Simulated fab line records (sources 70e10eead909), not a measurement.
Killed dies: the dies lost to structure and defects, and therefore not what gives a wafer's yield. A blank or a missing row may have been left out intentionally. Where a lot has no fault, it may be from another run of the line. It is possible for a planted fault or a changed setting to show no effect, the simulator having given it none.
fab line records	flow nand-harc
record lots=6	wafers=18	last-day=33
route steps=1302 shown A_SGD_CUT@911 A_SLIT@922 A_SIN_REMOVE@947 A_WL_FILL@952 END@1302
lots that met no fault: from a run of the same line without faults
start-h: hours from the record's opening day to when the first of the lot's shown wafers began	wait-h: hours from the lot's prior step to this one	" repeats the value in the row above	L1.1+2: several wafers, shown together as one row	- no value, or no start given	* or withheld: withheld	< > ~ a bound
route shown NAME@n: a module of which the file shows steps, and the number in the route of the first	usual: mean/standard deviation of fault-free wafers	same: alike in all rows	chamber/n: place in a boat	sites: each site's reading	_std_site: how widely they spread, as a standard deviation	_edge_site: outer sites' mean less inner sites'	radius-mm: for every site, how far away it sits from the centre of the wafer	mask NAME#n: copy n	behind: tool/chamber where the wafer was last shaped	hold: why the lot was held/for how many hours/how that ended	device: which transistor (n, p or np) failed to switch	end of line: at the end of the route, the tests of the same wafers	a step with no rows: only its recipe	killed: dies lost to structure and defects at the first sort, not the wafer's yield	map: dies across one wafer; x = killed, . = not, _ = none there
set.NAME: the run value of the setting; set.NAME@STEP: its run value at that earlier step	model.NAME: the simulator's own value behind a step, which no gauge read
certain route steps with their lots: each step a table, each wafer a row
services: when a tool's chamber went out of use (start-h, in hours from the record's first day, below 0 if earlier), for how many hours, and the reason
## steps
# step NHARC_A_SGD_CUT_PRECLEAN_18
# recipe time-s=*	temp-c=50	bath-age-min=0	chemistry=SC1
# step NHARC_A_SGD_CUT_SRD_19
# step NHARC_A_SGD_CUT_DEP_20
# recipe target-thk-a=1500	temp-c=65	material=SiO2
# step NHARC_A_SGD_CUT_ANNEAL_27
# recipe temp-c=450	time-s=1800
# step NHARC_A_SGD_CUT_CMP_21
# recipe target-thk-nm=148.19
# step NHARC_A_SGD_CUT_THK_MEAS_22
# recipe thk-meas-gauge=ellipsometry
# usual thk-nm=148.3/1.7
lot.wafer	tool	chamber	start-h	wait-h	thk-nm
L876.3	film-metro-01	-	500.33	0.2	149.6
L876.4	"	-	"	"	150.3
L876.6	"	-	"	"	150.3
L875.1	film-metro-02	-	500.33	0.2	148.7
L875.4	"	-	"	"	146.5
L875.6	"	-	"	"	147.4
L877.1	film-metro-02	-	543.97	0.2	148.7
L877.3	"	-	"	"	150.0
L877.6	"	-	"	"	151.0
L884.1	film-metro-01	-	629.08	0.2	147.7
L884.4	"	-	"	"	147.8
L884.5	"	-	"	"	149.1
L885.4	film-metro-01	-	637.77	0.2	149.0
L885.5	"	-	"	"	145.2
L885.6	"	-	"	"	149.3
L889.1	film-metro-01	-	658.27	0.2	150.8
L889.2	"	-	"	"	147.6
L889.4	"	-	"	"	150.3
# step NHARC_A_SGD_CUT_SRD_23
# step NHARC_A_SGD_CUT_ETCH_26
# recipe target-depth-a=458	chemistry=dHF	material=SiO2
# step NHARC_A_SGD_CUT_ETCHBACK_24
# recipe target-depth-a=500	over-etch-frac=0.3	time-s=92.857	ion-energy-ev=120	ch3f-flow-sccm=50	o2-flow-sccm=30	ar-flow-sccm=200	rf-w=500	bias-w=100	chemistry=CH3F/O2
# step NHARC_A_SGD_CUT_STRIP_28
# recipe time-s=20	o2-flow-sccm=500	ar-flow-sccm=0	bias-w=0	chemistry=O2
# usual drypump-motor-current-A=5.7/0.45	oes-product-au=0.996/0.014	rf-vpp-V=57.7/0.86	showerhead-plenum-p-Torr=3.52/0.13	throttle-valve-pct=17.036/0.0087
lot.wafer	tool	chamber	start-h	wait-h	drypump-motor-current-A	oes-product-au	rf-hours-counter-h	rf-vpp-V	showerhead-plenum-p-Torr	throttle-valve-pct
L876.3	rie-diel-05	0	500.73	0.2	5.4	0.977	6	56.0	3.60	17.030
L876.4	"	1	"	"	6.1	1.000	-	58.7	3.61	17.029
L876.6	"	3	"	"	6.0	1.001	-	58.0	3.60	17.020
L875.1	rie-diel-08	2	-	-	6.2	0.994	11	59.6	3.74	17.042
L875.4	"	3	"	"	5.6	0.999	10	58.2	3.49	17.042
L875.6	"	1	"	"	5.3	1.001	-	56.6	3.39	17.032
L877.3	rie-diel-09	3	-	-	6.0	0.992	2	59.1	3.71	17.040
L877.1	"	2	"	"	5.6	0.985	2	59.3	3.44	17.027
L877.6	"	0	"	"	6.3	1.019	-	57.2	3.43	17.023
L884.1	rie-diel-05	3	-	-	6.0	0.993	1	58.2	3.60	17.034
L884.4	"	0	"	"	5.4	0.996	1	56.9	3.59	17.055
L884.5	"	0	"	"	5.4	0.994	-	58.6	3.59	17.041
L885.4	rie-diel-08	3	-	-	5.6	0.979	8	57.4	3.48	17.026
L885.6	"	0	"	"	5.0	0.998	-	57.6	3.49	17.040
L885.5	"	1	"	"	5.3	0.993	-	57.5	3.38	17.038
L889.1	rie-diel-08	0	-	-	5.0	0.994	10	58.0	3.49	17.048
L889.2	"	1	"	"	5.3	1.006	9	56.4	3.38	17.046
L889.4	"	3	"	"	5.6	0.973	10	58.3	3.48	17.041
# step NHARC_A_SGD_CUT_INSPECT_25
# usual raw-defect-count=366/81
lot.wafer	tool	chamber	start-h	wait-h	raw-defect-count
L876.3	defect-inspect-02	-	500.83	-	443
L876.4	"	-	"	"	520
L876.6	"	-	"	"	374
L875.1	defect-inspect-02	-	500.90	-	408
L875.4	"	-	"	"	267
L875.6	"	-	"	"	290
L877.1	defect-inspect-01	-	544.43	-	360
L877.3	"	-	"	"	296
L877.6	"	-	"	"	376
L884.1	defect-inspect-02	-	629.54	-	372
L884.4	"	-	"	"	389
L884.5	"	-	"	"	483
L885.4	defect-inspect-02	-	638.23	-	279
L885.5	"	-	"	"	337
L885.6	"	-	"	"	213
L889.1	defect-inspect-01	-	658.74	-	411
L889.2	"	-	"	"	385
L889.4	"	-	"	"	630
# step NHARC_A_SLIT_DEP_25
# recipe target-thk-a=2000	temp-c=400	pressure-torr=6.5	rf-w=900	teos-flow-sccm=161.4	flow-sccm=2650	target-thk-nm=200	gas=O2	material=SiO2
# step NHARC_A_SLIT_DEP_00
# recipe target-thk-a=62000	temp-c=400	material=aC
# usual throttle-valve-pct=35.000/0.0092
lot.wafer	tool	chamber	start-h	wait-h	throttle-valve-pct
L876.3	acl-dep-03	0	504.91	-	34.995
L876.4	"	0	"	"	34.998
L876.6	"	0	506.75	-	35.004
L875.1	acl-dep-01	0	505.40	-	35.020
L875.4	"	0	507.30	-	34.998
L875.6	"	0	508.57	-	34.987
L877.1	acl-dep-02	0	547.10	-	35.020
L877.3	"	0	548.34	-	34.998
L877.6	"	0	550.20	-	34.990
L884.1	acl-dep-01	0	630.50	-	35.011
L884.4	"	0	632.35	-	34.996
L884.5	"	0	"	"	35.001
L885.4	acl-dep-01	0	641.34	-	34.996
L885.5	"	0	"	"	34.990
L885.6	"	0	"	"	35.006
L889.1	acl-dep-03	0	659.14	-	34.992
L889.2	"	0	"	"	35.000
L889.4	"	0	661.03	-	35.027
# step NHARC_A_SLIT_DEP_23
# recipe target-thk-a=1000	target-thk-nm=100	temp-c=400	pressure-torr=3.5	flow-sccm=200	rf-w=350	material=SiON
# step NHARC_A_SLIT_DEHYDRATE_01
# recipe temp-c=150	time-s=120
# step NHARC_A_SLIT_HMDS_02
# recipe time-s=30
# step NHARC_A_SLIT_COAT_03
# recipe spin-rpm=1500	resist-thk-nm=90
# step NHARC_A_SLIT_SOFTBAKE_04
# recipe temp-c=105	time-s=55
# step NHARC_A_SLIT_EBR_05
# step NHARC_A_SLIT_EXPOSE_06
# recipe na=1.35	dose-mj=60.82	mask-id=SLIT
# step NHARC_A_SLIT_PEB_07
# recipe peb-temp-c=100	peb-time-s=65
# step NHARC_A_SLIT_DEVELOP_08
# recipe develop-time-s=35	dev-temp-c=23
# step NHARC_A_SLIT_CD_MEAS_09
# recipe target-cd-nm=300	landing-energy-ev=500
# usual cd-nm=300.1/0.72
lot.wafer	tool	chamber	start-h	wait-h	cd-nm
L876.3	cd-sem-03	0	507.95	-	299.8
L876.4	"	0	"	"	299.1
L876.6	"	0	"	"	299.2
L875.1	cd-sem-01	0	509.78	-	300.1
L875.4	"	0	"	"	299.6
L875.6	"	0	"	"	300.5
L877.1	cd-sem-01	0	551.52	-	300.3
L877.3	"	0	"	"	300.3
L877.6	"	0	"	"	299.3
L884.1	cd-sem-03	0	634.90	-	299.7
L884.4	"	0	"	"	300.9
L884.5	"	0	"	"	301.1
L885.4	cd-sem-02	0	643.93	-	300.7
L885.5	"	0	"	"	301.1
L885.6	"	0	"	"	299.6
L889.1	cd-sem-01	0	663.49	-	299.3
L889.2	"	0	"	"	300.5
L889.4	"	0	"	"	299.5
# step NHARC_A_SLIT_OVL_MEAS_10
# usual overlay-x-nm=-0.1/0.97	overlay-y-nm=-0.1/0.97
lot.wafer	tool	chamber	start-h	wait-h	overlay-x-nm	overlay-y-nm
L876.3	overlay-02	-	508.03	-	-1.8	-0.6
L876.4	"	-	"	"	-1.8	-0.2
L876.6	"	-	"	"	-2.1	-0.1
L875.1	overlay-02	-	509.87	-	1.3	0.2
L875.4	"	-	"	"	1.5	-0.1
L875.6	"	-	"	"	1.6	0.4
L877.1	overlay-02	-	551.61	-	0.2	0.8
L877.3	"	-	"	"	0.5	-0.3
L877.6	"	-	"	"	0.8	0.5
L884.1	overlay-01	-	634.99	-	0.0	-1.8
L884.4	"	-	"	"	-0.5	-2.2
L884.5	"	-	"	"	0.5	-1.9
L885.4	overlay-01	-	644.01	-	0.2	0.1
L885.5	"	-	"	"	0.4	0.1
L885.6	"	-	"	"	-0.1	-0.1
L889.1	overlay-01	-	663.59	-	0.0	-0.9
L889.2	"	-	"	"	0.1	-1.1
L889.4	"	-	"	"	0.4	-1.3
# step NHARC_A_SLIT_INSPECT_11
# usual raw-defect-count=59/35
lot.wafer	tool	chamber	start-h	wait-h	raw-defect-count
L876.3	defect-inspect-02	-	508.07	0.0	116
L876.4	"	-	"	"	112
L876.6	"	-	"	"	95
L875.1	defect-inspect-02	-	509.90	0.0	29
L875.4	"	-	"	"	21
L875.6	"	-	"	"	23
L877.1	defect-inspect-01	-	551.65	0.0	39
L877.3	"	-	"	"	43
L877.6	"	-	"	"	37
L884.1	defect-inspect-02	-	635.02	0.0	90
L884.4	"	-	"	"	92
L884.5	"	-	"	"	103
L885.4	defect-inspect-02	-	644.05	0.0	31
L885.5	"	-	"	"	24
L885.6	"	-	"	"	21
L889.1	defect-inspect-02	-	663.63	0.0	29
L889.2	"	-	"	"	29
L889.4	"	-	"	"	37
# step NHARC_A_SLIT_DESCUM_14
# recipe time-s=3	o2-flow-sccm=200	ar-flow-sccm=0	bias-power-w=0	chemistry=O2
# step NHARC_A_SLIT_ETCH_24
# recipe target-depth-a=1210	time-s=60.5	cf4-flow-sccm=100	chf3-flow-sccm=30	ar-flow-sccm=0	rf-w=500	bias-w=200	chemistry=CF4/CHF3
# usual drypump-motor-current-A=5.8/0.46	oes-product-au=0.964/0.02	rf-vpp-V=369.8/2.2	showerhead-plenum-p-Torr=1.55/0.06	throttle-valve-pct=16.801/0.0091
lot.wafer	tool	chamber	start-h	wait-h	drypump-motor-current-A	oes-product-au	rf-hours-counter-h	rf-vpp-V	showerhead-plenum-p-Torr	throttle-valve-pct
L876.3	rie-diel-11	0	508.21	0.1	6.0	0.965	2.7	372.7	1.62	16.804
L876.4	"	3	"	"	5.6	0.979	3.5	369.6	1.54	16.793
L876.6	"	1	"	"	6.2	0.963	-	368.3	1.51	16.803
L875.4	rie-diel-01	1	510.06	0.1	6.2	0.970	5.9	368.7	1.51	16.789
L875.1	"	2	"	"	5.2	0.982	7.0	367.4	1.52	16.808
L875.6	"	3	"	"	5.3	0.959	-	373.9	1.65	16.814
L877.1	rie-diel-01	2	551.80	0.1	5.3	0.929	9.3	367.5	1.52	16.798
L877.3	"	0	"	"	5.9	0.947	7.5	372.3	1.60	16.799
L877.6	"	2	"	"	5.3	0.930	-	367.2	1.52	16.796
L884.1	rie-diel-01	3	635.17	0.1	5.3	0.971	2.8	373.7	1.65	16.797
L884.4	"	2	"	"	5.3	0.970	2.9	368.5	1.52	16.794
L884.5	"	3	"	"	5.3	0.969	-	372.8	1.65	16.804
L885.4	rie-diel-07	1	644.20	0.1	6.3	0.956	8.1	367.5	1.50	16.808
L885.5	"	0	"	"	5.2	0.969	-	369.1	1.48	16.780
L885.6	"	1	"	"	6.3	0.957	-	367.2	1.50	16.808
L889.4	rie-diel-01	2	663.77	0.1	5.2	0.984	5.9	367.9	1.52	16.796
L889.2	"	0	"	"	5.9	0.996	4.4	371.1	1.60	16.795
L889.1	"	1	"	"	6.2	0.984	5.7	368.7	1.51	16.802
# step NHARC_A_SLIT_ETCH_15
# recipe target-depth-a=62000	over-etch-frac=0.3	time-s=1612	ion-energy-ev=150	o2-flow-sccm=400	cos-flow-sccm=20	ar-flow-sccm=0	rf-w=500	bias-w=300	chemistry=O2/COS
# usual drypump-motor-current-A=5.8/0.47	oes-product-au=1.001/0.013	rf-vpp-V=313.6/1.8	showerhead-plenum-p-Torr=3.08/0.12	throttle-valve-pct=28.330/0.0088
lot.wafer	tool	chamber	start-h	wait-h	drypump-motor-current-A	oes-product-au	rf-hours-counter-h	rf-vpp-V	showerhead-plenum-p-Torr	throttle-valve-pct
L876.4	rie-diel-11	3	-	-	5.6	1.005	3.8	312.9	3.06	28.329
L876.3	"	0	"	"	6.0	1.006	3.0	315.2	3.21	28.319
L876.6	"	1	"	"	6.3	1.000	-	312.2	2.99	28.333
L875.4	rie-diel-01	1	-	-	6.2	1.019	6.1	313.1	2.99	28.330
L875.1	"	2	"	"	5.2	1.007	7.2	312.4	3.01	28.342
L875.6	"	2	"	"	5.3	1.000	-	312.6	3.01	28.314
L877.3	rie-diel-01	3	-	-	5.3	1.001	8.9	316.0	3.27	28.323
L877.1	"	0	"	"	5.9	1.020	7.7	313.9	3.18	28.337
L877.6	"	3	"	"	5.3	0.993	-	316.6	3.27	28.345
L884.4	rie-diel-01	0	-	-	5.9	1.015	1.9	315.2	3.18	28.322
L884.1	"	1	"	"	6.2	1.011	2.9	312.9	2.99	28.324
L884.5	"	2	"	"	5.3	1.003	-	312.8	3.01	28.332
L885.4	rie-diel-07	0	-	-	5.3	0.993	7.3	313.3	2.94	28.338
L885.6	"	1	"	"	6.3	0.962	-	312.2	2.98	28.323
L885.5	"	2	"	"	5.1	0.989	-	314.6	3.28	28.324
L889.4	rie-diel-01	1	-	-	6.1	1.009	5.9	312.0	2.99	28.323
L889.1	"	3	"	"	5.3	0.990	5.7	317.6	3.26	28.334
L889.2	"	0	"	"	5.9	1.020	4.6	315.0	3.17	28.337
# step NHARC_A_SLIT_ETCH_17
# recipe bias-v=900	source-w=withheld	pressure-mtorr=20	ar-flow-sccm=375	c4f8-flow-sccm=83.3	o2-flow-sccm=41.7	time-s=4254.5	target-depth-a=2.03e+05	chemistry=C4F8/O2/Ar
# usual drypump-motor-current-A=5.74/0.25	showerhead-plenum-p-Torr=3.59/0.064	throttle-valve-pct=32.046/0.0084
lot.wafer	tool	chamber	start-h	wait-h	drypump-motor-current-A	rf-hours-counter-h	showerhead-plenum-p-Torr	throttle-valve-pct
L876.3	har-etch-01	1	511.03	-	5.69	-	3.63	32.036
L876.4	"	0	"	"	5.34	-	3.51	32.044
L876.6	"	0	512.86	-	5.32	-	3.51	32.018
L875.1	har-etch-01	0	513.66	-	5.35	286	3.50	32.059
L875.4	"	1	515.47	-	5.68	-	3.63	32.041
L875.6	"	1	516.68	-	5.71	-	3.63	32.050
L877.1	har-etch-01	1	553.57	-	5.70	306	3.62	32.046
L877.3	"	0	"	"	5.31	-	3.49	32.053
L877.6	"	0	555.37	-	5.31	-	3.49	32.044
L884.1	har-etch-02	1	636.33	-	5.75	135	3.64	32.048
L884.4	"	0	638.14	-	6.07	-	3.55	32.039
L884.5	"	1	"	"	5.74	-	3.64	32.049
L885.4	har-etch-01	1	646.58	-	5.70	-	3.59	32.050
L885.5	"	1	647.78	-	5.71	-	3.59	32.043
L885.6	"	0	"	"	5.34	-	3.47	32.032
L889.1	har-etch-01	1	666.03	-	5.67	371	3.59	32.033
L889.2	"	0	"	"	5.32	371	3.46	32.059
L889.4	"	1	"	"	5.69	-	3.59	32.054
# step NHARC_A_SLIT_ETCH_26
# recipe bias-v=400	source-w=2000	pressure-mtorr=25	time-s=90	ar-flow-sccm=375	c4f8-flow-sccm=41.7	o2-flow-sccm=83.3	target-depth-a=4000	chemistry=C4F8/O2/Ar
# step NHARC_A_SLIT_STRIP_28
# recipe o2-flow-sccm=400	cos-flow-sccm=20	ar-flow-sccm=0	bias-w=0	chemistry=O2/COS
# step NHARC_A_SLIT_ETCH_29
# recipe target-depth-a=1000	overetch-a=100	time-s=55	ion-energy-ev=100	cf4-flow-sccm=80	o2-flow-sccm=20	ar-flow-sccm=0	rf-w=300	bias-w=100	chemistry=CF4/O2
# step NHARC_A_SLIT_STRIP_18
# recipe o2-flow-sccm=500	ar-flow-sccm=0	bias-w=0	chemistry=O2
# step NHARC_A_SLIT_PRECLEAN_19
# recipe time-s=*	temp-c=50	bath-age-min=0	chemistry=SC1
# step NHARC_A_SLIT_SRD_20
# step NHARC_A_SLIT_CD_MEAS_21
# usual cd-nm=289.9/0.91
lot.wafer	tool	chamber	start-h	wait-h	cd-nm
L876.3	cd-sem-02	-	514.90	-	291.3
L876.4	"	-	"	"	290.6
L876.6	"	-	"	"	291.8
L875.1	cd-sem-03	-	518.70	-	289.9
L875.4	"	-	"	"	289.2
L875.6	"	-	"	"	289.0
L877.1	cd-sem-03	-	557.99	-	289.2
L877.3	"	-	"	"	290.1
L877.6	"	-	"	"	289.9
L884.1	cd-sem-03	-	641.41	0.1	290.0
L884.4	"	-	"	"	290.1
L884.5	"	-	"	"	289.8
L885.4	cd-sem-03	-	650.42	-	290.1
L885.5	"	-	"	"	290.2
L885.6	"	-	"	"	289.9
L889.1	cd-sem-03	-	671.11	-	289.4
L889.2	"	-	"	"	290.1
L889.4	"	-	"	"	289.1
# step NHARC_A_SIN_REMOVE_WET_00
# recipe temp-c=160	time-s=15300	chemistry=H3PO4
# step NHARC_A_SIN_REMOVE_PRECLEAN_01
# recipe time-s=*	temp-c=50	bath-age-min=0	chemistry=SC1
# step NHARC_A_SIN_REMOVE_SRD_02
# step NHARC_A_SIN_REMOVE_INSPECT_04
# usual raw-defect-count=370/84
lot.wafer	tool	chamber	start-h	wait-h	raw-defect-count
L876.3	defect-inspect-02	-	521.57	0.0	383
L876.4	"	-	"	"	560
L876.6	"	-	"	"	425
L875.1	defect-inspect-02	-	525.23	0.0	413
L875.4	"	-	"	"	269
L875.6	"	-	"	"	324
L877.1	defect-inspect-02	-	564.48	0.0	363
L877.3	"	-	"	"	323
L877.6	"	-	"	"	362
L884.4	defect-inspect-02	-	648.01	0.0	368
L884.5	"	-	"	"	463
L885.4	defect-inspect-01	-	657.15	0.0	341
L885.5	"	-	"	"	398
L889.1	defect-inspect-02	-	677.81	0.0	436
L889.2	"	-	"	"	361
L889.4	"	-	"	"	650
# step NHARC_A_WL_FILL_ALD_00
# recipe target-thk-a=30	pulse-time-s=3	ald-cycles=30	temp-c=300	material=Al2O3
# usual heater-power-w=483/64	precursor-pulse-height-rel=1.000/0.021
lot.wafer	tool	chamber	start-h	wait-h	heater-power-w	precursor-pulse-height-rel	since-wet-clean-h
L876.4	ald-hk-04	2	521.66	0.1	458	1.027	78
L876.3	"	3	"	"	466	0.998	78
L876.6	"	1	"	"	489	0.999	-
L875.4	ald-hk-03	0	525.29	0.1	435	0.974	121
L875.1	"	2	"	"	466	0.999	121
L875.6	"	1	"	"	527	1.021	-
L877.1	ald-hk-04	2	564.55	0.1	467	0.986	121
L877.3	"	3	"	"	461	0.988	121
L877.6	"	2	"	"	464	0.993	-
L884.4	ald-hk-01	3	648.16	0.1	407	1.016	162
L884.5	"	1	"	"	436	1.013	-
L885.4	ald-hk-04	3	659.74	2.6	506	0.991	33
L885.5	"	1	"	"	491	0.997	-
L889.1	ald-hk-04	0	677.88	0.1	629	0.972	52
L889.4	"	1	"	"	489	1.010	52
L889.2	"	2	"	"	465	1.016	52
# step NHARC_END_SORT_01
# recipe temp-c=25
# usual killed-at-array=61/24	killed-at-other=1.2/1.3	killed-at-periphery=3.7/2.6	killed-dies=66/23	killed-open=3.3/1.8	killed-short=2.4/1.6
# same gross-dies=677
lot.wafer	tool	chamber	start-h	wait-h	killed-at-array	killed-at-other	killed-at-periphery	killed-dies	killed-open	killed-short
L884.1	prober-02	0	749.99	2.5	675	0	2	677	2	2
L884.4	prober-02	0	752.45	3.4	73	1	2	76	3	4
L885.6	prober-01	0	765.48	4.0	674	0	3	677	0	0
# killed by level:class
L884.1 A_SLIT:area-dep=608 A_CHANNEL_HOLE_D2:chamber-film-flake=29 A_CHANNEL_HOLE_D1:chamber-film-flake=26 A_STAIRCASE:chamber-film-flake=3 P_M2:chamber-film-flake=2 A_SLIT:chamber-film-flake=2 A_CONTACT:chamber-film-flake=2 A_ONON_D2:geometric-particle:open=1
L884.4 A_CHANNEL_HOLE_D1:chamber-film-flake=34 A_CHANNEL_HOLE_D2:chamber-film-flake=25 A_CONTACT:chamber-film-flake=4 A_STAIRCASE:chamber-film-flake=2 P_GATE:geometric-particle:open=1 A_ONON_D2:geometric-particle:short=1 A_ONON_D2:geometric-particle:open=1 A_CHANNEL_HOLE_D2:geometric-particle:short=1
L885.6 A_SLIT:area-dep=636 A_SLIT:chamber-film-flake=30 A_CHANNEL_HOLE_D1:chamber-film-flake=6 P_M2:chamber-film-flake=2 P_STI:chamber-film-flake=1 A_STAIRCASE:chamber-film-flake=1 A_CONTACT:chamber-film-flake=1
# map L884.1 (x killed, . not)
____________x____________
_________xxxxxxx_________
_______xxxxxxxxxxx_______
______xxxxxxxxxxxxx______
_____xxxxxxxxxxxxxxx_____
____xxxxxxxxxxxxxxxxx____
____xxxxxxxxxxxxxxxxx____
___xxxxxxxxxxxxxxxxxxx___
___xxxxxxxxxxxxxxxxxxx___
__xxxxxxxxxxxxxxxxxxxxx__
__xxxxxxxxxxxxxxxxxxxxx__
_xxxxxxxxxxxxxxxxxxxxxxx_
_xxxxxxxxxxxxxxxxxxxxxxx_
_xxxxxxxxxxxxxxxxxxxxxxx_
_xxxxxxxxxxxxxxxxxxxxxxx_
_xxxxxxxxxxxxxxxxxxxxxxx_
xxxxxxxxxxxxxxxxxxxxxxxxx
xxxxxxxxxxxxxxxxxxxxxxxxx
xxxxxxxxxxxxxxxxxxxxxxxxx
xxxxxxxxxxxxxxxxxxxxxxxxx
xxxxxxxxxxxxxxxxxxxxxxxxx
_xxxxxxxxxxxxxxxxxxxxxxx_
_xxxxxxxxxxxxxxxxxxxxxxx_
_xxxxxxxxxxxxxxxxxxxxxxx_
_xxxxxxxxxxxxxxxxxxxxxxx_
_xxxxxxxxxxxxxxxxxxxxxxx_
__xxxxxxxxxxxxxxxxxxxxx__
__xxxxxxxxxxxxxxxxxxxxx__
___xxxxxxxxxxxxxxxxxxx___
___xxxxxxxxxxxxxxxxxxx___
____xxxxxxxxxxxxxxxxx____
____xxxxxxxxxxxxxxxxx____
_____xxxxxxxxxxxxxxx_____
______xxxxxxxxxxxxx______
_______xxxxxxxxxxx_______
_________xxxxxxx_________
____________x____________
# map L885.6 (x killed, . not)
____________x____________
_________xxxxxxx_________
_______xxxxxxxxxxx_______
______xxxxxxxxxxxxx______
_____xxxxxxxxxxxxxxx_____
____xxxxxxxxxxxxxxxxx____
____xxxxxxxxxxxxxxxxx____
___xxxxxxxxxxxxxxxxxxx___
___xxxxxxxxxxxxxxxxxxx___
__xxxxxxxxxxxxxxxxxxxxx__
__xxxxxxxxxxxxxxxxxxxxx__
_xxxxxxxxxxxxxxxxxxxxxxx_
_xxxxxxxxxxxxxxxxxxxxxxx_
_xxxxxxxxxxxxxxxxxxxxxxx_
_xxxxxxxxxxxxxxxxxxxxxxx_
_xxxxxxxxxxxxxxxxxxxxxxx_
xxxxxxxxxxxxxxxxxxxxxxxxx
xxxxxxxxxxxxxxxxxxxxxxxxx
xxxxxxxxxxxxxxxxxxxxxxxxx
xxxxxxxxxxxxxxxxxxxxxxxxx
xxxxxxxxxxxxxxxxxxxxxxxxx
_xxxxxxxxxxxxxxxxxxxxxxx_
_xxxxxxxxxxxxxxxxxxxxxxx_
_xxxxxxxxxxxxxxxxxxxxxxx_
_xxxxxxxxxxxxxxxxxxxxxxx_
_xxxxxxxxxxxxxxxxxxxxxxx_
__xxxxxxxxxxxxxxxxxxxxx__
__xxxxxxxxxxxxxxxxxxxxx__
___xxxxxxxxxxxxxxxxxxx___
___xxxxxxxxxxxxxxxxxxx___
____xxxxxxxxxxxxxxxxx____
____xxxxxxxxxxxxxxxxx____
_____xxxxxxxxxxxxxxx_____
______xxxxxxxxxxxxx______
_______xxxxxxxxxxx_______
_________xxxxxxx_________
____________x____________
## services
tool	chamber	start-h	hours	kind
rie-diel-05	3	478.71	5.3	repair
acl-dep-03	-	481.21	13.0	pm
rie-diel-07	-	495.83	0.4	repair
rie-diel-09	-	497.10	9.0	pm
rie-diel-07	2	498.78	3.8	repair
rie-diel-11	1	525.78	7.0	repair
rie-diel-09	1	536.99	6.1	repair
acl-dep-03	-	537.45	4.0	repair
rie-diel-08	-	544.80	9.0	pm
acl-dep-01	-	549.69	13.0	pm
rie-diel-01	-	557.96	9.0	pm
rie-diel-08	0	572.78	3.6	repair
rie-diel-05	-	583.92	9.0	pm
rie-diel-11	3	594.46	1.5	repair
rie-diel-01	0	600.57	6.8	repair
ald-hk-04	-	616.36	10.0	pm
rie-diel-11	-	639.45	9.0	pm
rie-diel-07	-	648.21	9.0	pm
rie-diel-11	2	651.28	4.5	repair
acl-dep-03	-	662.92	13.0	pm
rie-diel-05	1	668.75	26.8	repair
rie-diel-08	2	674.09	2.6	repair
rie-diel-01	3	677.30	21.7	repair
rie-diel-11	2	677.93	6.4	repair
## key
first-sign step=NHARC_END_SORT_01	reading=killed-dies	direction=up	sigmas=27	usual=66	struck=677
effect step=NHARC_END_SORT_01	reading=killed-at-array	direction=up	sigmas=26	usual=61	struck=674
more-kills-born-at NHARC_A_SLIT_DEP_00@acl-dep-01=1244
met-at NHARC_A_SLIT_DEP_00
struck-wafers L884.1,L885.6
later-rows-left-out L884.1,L885.6
tester-left-out L884,L885
onset-between 505.40 630.50
fault kind=process-parameter-drift	tool=acl-dep-01	chamber=-	onset-h=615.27	steps=NHARC_A_SLIT_DEP_00	channel=target-thk-a	offset=*	shape=step	end-h=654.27	scope=struck-wafers-only	acts-in=*	stated=*
# tester-left-out: of these lots the tester's yield and bins aren't shown, on N5 and GAA mostly nor the transistor test; their killed dies are dies lost to structure and defects alone, not to doping, threshold or leakage, so they don't give the yield
# later-rows-left-out: the simulator's readings of these wafers behind a module that went badly wrong aren't trusted and aren't shown, but for the sort
